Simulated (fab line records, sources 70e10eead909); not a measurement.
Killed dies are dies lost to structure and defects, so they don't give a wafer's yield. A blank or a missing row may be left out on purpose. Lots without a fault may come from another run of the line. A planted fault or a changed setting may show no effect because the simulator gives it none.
Which tool did it? | flow nand_harc | 24 lots, 72 wafers sampled, at 6 steps of a route of 1302

WHAT THE GAUGES READ, wafer by wafer
NHARC_P_M1_INSPECT_11.
lot  | measured     | on                | raw_defect_count
L074 | day 6 11:49  | defect_inspect-02 | 8 10 6
L075 | day 6 12:56  | defect_inspect-02 | 1 6 7
L076 | day 6 23:21  | defect_inspect-01 | 4 5 7
L077 | day 7 15:34  | defect_inspect-02 | 10 6 3
L078 | day 7 16:19  | defect_inspect-02 | 3 3 1
L079 | day 8 03:17  | defect_inspect-01 | 3 9 6
L080 | day 8 20:26  | defect_inspect-01 | 4 5 3
L081 | day 9 02:38  | defect_inspect-01 | 3 5 6
L082 | day 9 13:04  | defect_inspect-01 | 8 6 2
L084 | day 10 05:40 | defect_inspect-01 | 4 6 7
L083 | day 10 06:40 | defect_inspect-01 | 2 2 2
L085 | day 10 22:47 | defect_inspect-01 | 7 8 5
L086 | day 11 03:41 | defect_inspect-01 | 6 3 5
L087 | day 11 10:25 | defect_inspect-02 | 5 4 7
L088 | day 12 03:55 | defect_inspect-02 | 1 0 1
L089 | day 12 10:05 | defect_inspect-02 | 3 3 4
L090 | day 13 00:22 | defect_inspect-02 | 2 3 2
L091 | day 13 09:35 | defect_inspect-01 | 1 3 2
L092 | day 14 02:56 | defect_inspect-02 | 6 4 4
L093 | day 14 08:40 | defect_inspect-02 | 5 6 6
L094 | day 14 12:37 | defect_inspect-02 | 2 4 1
L096 | day 15 01:05 | defect_inspect-01 | 4 3 2
L095 | day 15 02:16 | defect_inspect-02 | 5 7 7
L097 | day 15 18:39 | defect_inspect-02 | 9 3 4

WHICH TOOL RAN EACH LOT (tool, then ch and the chambers of the sampled wafers, then the start)
lot  | NHARC_P_GATE_ETCH_32             | NHARC_P_CONTACT_CMP_01        | NHARC_P_CONTACT_PVD_32                  | NHARC_P_CONTACT_ALD_22              | NHARC_P_M0_PVD_20
L074 | rie_si-04 ch 0,2,3, day 5 08:08  | cmp-03 ch 1,2,3, day 6 02:42  | pvd_sputter-01, day 6 05:34 or earlier  | ald_metal-03 ch 0,2,3, day 6 05:34  | pvd_sputter-01, day 6 11:49 or earlier
L075 | rie_si-05 ch 1,2, day 5 08:49    | cmp-02 ch 0,1,3, day 6 03:38  | pvd_sputter-01, day 6 06:31 or earlier  | ald_metal-02 ch 1,2,3, day 6 06:31  | pvd_sputter-03, day 6 12:56 or earlier
L076 | rie_si-02 ch 0,2,3, day 5 19:13  | cmp-03 ch 1,3, day 6 13:49    | pvd_sputter-02, day 6 16:41 or earlier  | ald_metal-03 ch 0,1,3, day 6 16:41  | pvd_sputter-01, day 6 23:21 or earlier
L077 | rie_si-04 ch 0,1,3, day 6 11:13  | cmp-01 ch 0,1,3, day 7 06:13  | pvd_sputter-02, day 7 09:02 or earlier  | ald_metal-02 ch 0,1,3, day 7 09:02  | pvd_sputter-03, day 7 15:34 or earlier
L078 | rie_si-04 ch 0,3, day 6 12:17    | cmp-02 ch 1,2,3, day 7 07:05  | pvd_sputter-03, day 7 09:54 or earlier  | ald_metal-01 ch 1,3, day 7 09:54    | pvd_sputter-02, day 7 16:19 or earlier
L079 | rie_si-04 ch 1,2,3, day 6 23:04  | cmp-02 ch 0,2, day 7 17:59    | pvd_sputter-01, day 7 20:49 or earlier  | ald_metal-02 ch 0,1,3, day 7 20:49  | pvd_sputter-03, day 8 03:17 or earlier
L080 | rie_si-04 ch 1,2,3, day 7 15:55  | cmp-03 ch 0,1, day 8 10:52    | pvd_sputter-01, day 8 13:36 or earlier  | ald_metal-01 ch 0,2, day 8 13:36    | pvd_sputter-03, day 8 20:26 or earlier
L081 | rie_si-05 ch 2,3, day 7 22:31    | cmp-02 ch 0,1, day 8 17:10    | pvd_sputter-01, day 8 19:55 or earlier  | ald_metal-02 ch 0,1,3, day 8 19:55  | pvd_sputter-01, day 9 02:38 or earlier
L082 | rie_si-04 ch 2,3, day 8 08:56    | cmp-03 ch 0,1,2, day 9 03:41  | pvd_sputter-01, day 9 06:33 or earlier  | ald_metal-03 ch 0,1,2, day 9 06:33  | pvd_sputter-01, day 9 13:04 or earlier
L084 | rie_si-04 ch 1,2,3, day 9 02:10  | cmp-02 ch 1,2,3, day 9 20:34  | pvd_sputter-03, day 9 23:26 or earlier  | ald_metal-01 ch 0,2,3, day 9 23:26  | pvd_sputter-02, day 10 05:40 or earlier
L083 | rie_si-05 ch 0,1,3, day 9 02:58  | cmp-02 ch 0,1,2, day 9 21:35  | pvd_sputter-01, day 10 00:28 or earlier | ald_metal-02 ch 1,2,3, day 10 00:28 | pvd_sputter-01, day 10 06:40 or earlier
L085 | rie_si-02 ch 0,1,3, day 9 18:44  | cmp-01 ch 0,1,3, day 10 13:28 | pvd_sputter-02, day 10 16:11 or earlier | ald_metal-02 ch 0,1,2, day 10 16:11 | pvd_sputter-02, day 10 22:47 or earlier
L086 | rie_si-02 ch 1,3, day 9 23:45    | cmp-03 ch 1,2,3, day 10 18:37 | pvd_sputter-01, day 10 21:28 or earlier | ald_metal-01 ch 0,2,3, day 10 21:28 | pvd_sputter-01, day 11 03:41 or earlier
L087 | rie_si-02 ch 0,1,3, day 10 06:25 | cmp-03 ch 0,2,3, day 11 01:17 | pvd_sputter-02, day 11 04:12 or earlier | ald_metal-02 ch 1,2, day 11 04:12   | pvd_sputter-01, day 11 10:25 or earlier
L088 | rie_si-04 ch 0,2,3, day 11 00:19 | cmp-03 ch 0,1, day 11 18:53   | pvd_sputter-01, day 11 21:37 or earlier | ald_metal-01 ch 0,2,3, day 11 21:37 | pvd_sputter-03, day 12 03:55 or earlier
L089 | rie_si-04 ch 1,2, day 11 06:09   | cmp-01 ch 2,3, day 12 00:59   | pvd_sputter-01, day 12 03:50 or earlier | ald_metal-02 ch 0,1, day 12 03:50   | pvd_sputter-03, day 12 10:05 or earlier
L090 | rie_si-02 ch 2,3, day 11 20:47   | cmp-03 ch 1,3, day 12 15:17   | pvd_sputter-02, day 12 18:00 or earlier | ald_metal-01 ch 1,3, day 12 18:00   | pvd_sputter-01, day 13 00:22 or earlier
L091 | rie_si-04 ch 0,2,3, day 12 05:13 | cmp-01 ch 1,2,3, day 13 00:10 | pvd_sputter-01, day 13 03:03 or earlier | ald_metal-02 ch 0,1,2, day 13 03:03 | pvd_sputter-01, day 13 09:35 or earlier
L092 | rie_si-05 ch 1,3, day 12 21:14   | cmp-03 ch 0,2,3, day 13 17:50 | pvd_sputter-01, day 13 20:42 or earlier | ald_metal-02 ch 0,1,2, day 13 20:42 | pvd_sputter-03, day 14 02:56 or earlier
L093 | rie_si-04 ch 2,3, day 13 04:24   | cmp-02 ch 1,3, day 13 22:56   | pvd_sputter-01, day 14 01:55 or earlier | ald_metal-01 ch 0,1,3, day 14 01:55 | pvd_sputter-03, day 14 08:40 or earlier
L094 | rie_si-04 ch 0,1,2, day 13 08:49 | cmp-03 ch 0,1,3, day 14 03:20 | pvd_sputter-01, day 14 06:17 or earlier | ald_metal-02 ch 0,1,3, day 14 06:17 | pvd_sputter-03, day 14 12:37 or earlier
L096 | rie_si-04 ch 0,1,3, day 13 21:20 | cmp-03 ch 2,3, day 14 15:53   | pvd_sputter-03, day 14 18:49 or earlier | ald_metal-03 ch 0,2,3, day 14 18:49 | pvd_sputter-03, day 15 01:05 or earlier
L095 | rie_si-02 ch 1,2, day 13 21:26   | cmp-01 ch 0,1, day 14 16:05   | pvd_sputter-01, day 14 18:56 or earlier | ald_metal-01 ch 1,2, day 14 18:56   | pvd_sputter-03, day 15 02:16 or earlier
L097 | rie_si-04 ch 0,1,2, day 14 14:32 | cmp-03 ch 0,1,3, day 15 09:15 | pvd_sputter-01, day 15 12:27 or earlier | ald_metal-02 ch 0,1,3, day 15 12:27 | pvd_sputter-02, day 15 18:39 or earlier
- NHARC_P_GATE_ETCH_32: etches the open film in HBr/Cl2, target depth 150 nm, time 100.1 s.
- NHARC_P_CONTACT_CMP_01: polishes SiO2, target thk 200 nm.
- NHARC_P_CONTACT_PVD_32: deposits Ti, target thk 5 nm, time 17.7 s.
- NHARC_P_CONTACT_ALD_22: deposits TiN, target thk 3 nm, pulse time 1 s, ald cycles 150.
- NHARC_P_M0_PVD_20: deposits TaN, target thk 5 nm, time 8.06 s.

WHAT THE TOOLS THEMSELVES READ (means of the sampled wafers that have a number; where no wafer has one, the mark that the record gives instead)
NHARC_P_GATE_ETCH_32.
lot  | tool      | bias_w (W) | drypump_motor_current_A (A) | oes_product_au (a.u.) | throttle_valve_pct (%)
L074 | rie_si-04 | 99.9       | 5.6                         | 0.987                 | 26.415
L075 | rie_si-05 | 99.9       | 5.8                         | 0.998                 | 26.405
L076 | rie_si-02 | 100.1      | 6.1                         | 1.014                 | 26.406
L077 | rie_si-04 | 100.0      | 5.7                         | 0.992                 | 26.399
L078 | rie_si-04 | 100.4      | 5.5                         | 0.990                 | 26.399
L079 | rie_si-04 | 99.8       | 5.6                         | 0.994                 | 26.410
L080 | rie_si-04 | 100.0      | 5.6                         | 0.995                 | 26.406
L081 | rie_si-05 | 100.1      | 5.6                         | 1.005                 | 26.410
L082 | rie_si-04 | 99.9       | 5.5                         | 0.977                 | 26.406
L084 | rie_si-04 | 100.3      | 5.6                         | 0.986                 | 26.411
L083 | rie_si-05 | 99.9       | 5.5                         | 0.987                 | 26.393
L085 | rie_si-02 | 100.0      | 5.9                         | 1.001                 | 26.405
L086 | rie_si-02 | 100.3      | 6.2                         | 0.997                 | 26.411
L087 | rie_si-02 | 100.1      | 5.9                         | 0.987                 | 26.395
L088 | rie_si-04 | 100.0      | 5.6                         | 0.977                 | 26.412
L089 | rie_si-04 | 99.8       | 5.8                         | 1.000                 | 26.401
L090 | rie_si-02 | 99.7       | 6.2                         | 1.003                 | 26.412
L091 | rie_si-04 | 99.9       | 5.6                         | 0.987                 | 26.401
L092 | rie_si-05 | 99.9       | 5.6                         | 0.999                 | 26.422
L093 | rie_si-04 | 99.8       | 5.5                         | 0.983                 | 26.408
L094 | rie_si-04 | 100.0      | 5.8                         | 0.979                 | 26.405
L096 | rie_si-04 | 99.8       | 5.7                         | 0.997                 | 26.408
L095 | rie_si-02 | 99.8       | 6.0                         | 1.003                 | 26.410
L097 | rie_si-04 | 100.0      | 5.8                         | 0.991                 | 26.400

NHARC_P_CONTACT_CMP_01.
lot  | tool   | motor_current_A (A)
L074 | cmp-03 | 13.0
L075 | cmp-02 | 12.5
L076 | cmp-03 | 11.9
L077 | cmp-01 | 12.5
L078 | cmp-02 | 12.8
L079 | cmp-02 | 13.4
L080 | cmp-03 | 12.9
L081 | cmp-02 | 12.3
L082 | cmp-03 | 13.5
L084 | cmp-02 | 12.8
L083 | cmp-02 | 12.7
L085 | cmp-01 | 12.5
L086 | cmp-03 | 13.0
L087 | cmp-03 | 13.1
L088 | cmp-03 | 12.9
L089 | cmp-01 | 12.3
L090 | cmp-03 | 12.6
L091 | cmp-01 | 12.9
L092 | cmp-03 | 13.2
L093 | cmp-02 | 12.1
L094 | cmp-03 | 12.2
L096 | cmp-03 | 12.7
L095 | cmp-01 | 12.6
L097 | cmp-03 | 12.3

NHARC_P_CONTACT_PVD_32.
lot  | tool           | throttle_valve_pct (%)
L074 | pvd_sputter-01 | 28.8
L075 | pvd_sputter-01 | 29.9
L076 | pvd_sputter-02 | 30.3
L077 | pvd_sputter-02 | 30.5
L078 | pvd_sputter-03 | 30.0
L079 | pvd_sputter-01 | 29.1
L080 | pvd_sputter-01 | 30.1
L081 | pvd_sputter-01 | 30.3
L082 | pvd_sputter-01 | 29.3
L084 | pvd_sputter-03 | 30.2
L083 | pvd_sputter-01 | 28.9
L085 | pvd_sputter-02 | 30.5
L086 | pvd_sputter-01 | 29.7
L087 | pvd_sputter-02 | 29.9
L088 | pvd_sputter-01 | 29.8
L089 | pvd_sputter-01 | 28.4
L090 | pvd_sputter-02 | 30.4
L091 | pvd_sputter-01 | 30.2
L092 | pvd_sputter-01 | 29.1
L093 | pvd_sputter-01 | 30.3
L094 | pvd_sputter-01 | 29.6
L096 | pvd_sputter-03 | 29.9
L095 | pvd_sputter-01 | 30.2
L097 | pvd_sputter-01 | 29.7

NHARC_P_CONTACT_ALD_22.
lot  | tool         | heater_power_outer_w (W) | heater_power_w (W) | precursor_pulse_height_rel
L074 | ald_metal-03 | 673                      | 1024               | 1.018
L075 | ald_metal-02 | 648                      | 1042               | 0.999
L076 | ald_metal-03 | 638                      | 986                | 1.010
L077 | ald_metal-02 | 693                      | 1110               | 1.004
L078 | ald_metal-01 | 557                      | 885                | 1.019
L079 | ald_metal-02 | 705                      | 1123               | 1.005
L080 | ald_metal-01 | 637                      | 1012               | 0.975
L081 | ald_metal-02 | 691                      | 1105               | 0.995
L082 | ald_metal-03 | 738                      | 1129               | 0.982
L084 | ald_metal-01 | 647                      | 1024               | 0.996
L083 | ald_metal-02 | 643                      | 1048               | 1.007
L085 | ald_metal-02 | 641                      | 994                | 0.998
L086 | ald_metal-01 | 665                      | 1026               | 1.006
L087 | ald_metal-02 | 593                      | 926                | 0.988
L088 | ald_metal-01 | 661                      | 1033               | 1.001
L089 | ald_metal-02 | 687                      | 1093               | 0.999
L090 | ald_metal-01 | 554                      | 887                | 1.014
L091 | ald_metal-02 | 638                      | 999                | 0.985
L092 | ald_metal-02 | 636                      | 1000               | 0.979
L093 | ald_metal-01 | 620                      | 965                | 0.982
L094 | ald_metal-02 | 685                      | 1094               | 1.007
L096 | ald_metal-03 | 683                      | 1043               | 0.976
L095 | ald_metal-01 | 545                      | 847                | 0.999
L097 | ald_metal-02 | 681                      | 1067               | 0.997

NHARC_P_M0_PVD_20.
lot  | tool           | bias_v (V) | throttle_valve_pct (%)
L074 | pvd_sputter-01 | 168.5      | 29.8
L075 | pvd_sputter-03 | 170.5      | 29.6
L076 | pvd_sputter-01 | 167.6      | 30.1
L077 | pvd_sputter-03 | 169.6      | 29.6
L078 | pvd_sputter-02 | 169.6      | 29.9
L079 | pvd_sputter-03 | 169.3      | 29.8
L080 | pvd_sputter-03 | 170.8      | 29.9
L081 | pvd_sputter-01 | 168.3      | 29.0
L082 | pvd_sputter-01 | 168.5      | 29.7
L084 | pvd_sputter-02 | 169.7      | 30.4
L083 | pvd_sputter-01 | 166.2      | 29.8
L085 | pvd_sputter-02 | 168.4      | 29.8
L086 | pvd_sputter-01 | 169.5      | 31.1
L087 | pvd_sputter-01 | 169.9      | 29.9
L088 | pvd_sputter-03 | 166.6      | 28.9
L089 | pvd_sputter-03 | 168.2      | 30.4
L090 | pvd_sputter-01 | 166.1      | 31.2
L091 | pvd_sputter-01 | 168.2      | 31.1
L092 | pvd_sputter-03 | 169.7      | 29.8
L093 | pvd_sputter-03 | 166.2      | 30.0
L094 | pvd_sputter-03 | 169.0      | 29.7
L096 | pvd_sputter-03 | 168.3      | 30.0
L095 | pvd_sputter-03 | 166.8      | 28.8
L097 | pvd_sputter-02 | 168.8      | 30.4

THE ANSWER, worked out from the rows above alone
Rule: what is usual is taken from the lots themselves. Put in order of their means at a reading, lots are off if they are a third of the lots or fewer, leave a main group of 4 or more, and stand apart from it by a gap of 3 or more times the standard deviation of the main group's means; of several such gaps the widest counts. A main group whose means are all the same, to the digits that the tables above print for the reading, isn't used. A lot without any number at a reading at which 4 lots or more have one is off too. The other lots that the step has rows for count as sound. The gauges are gone through in route order, then the tools' own readings, and for those a lot's mean is taken as printed above. The first step at which some lot is off is used, and at that step the reading that is off furthest; a lot without a number counts as furthest.
No lot is off at any reading shown: from this, nothing can be told.

WHAT THE SIMULATOR HAD PUT IN
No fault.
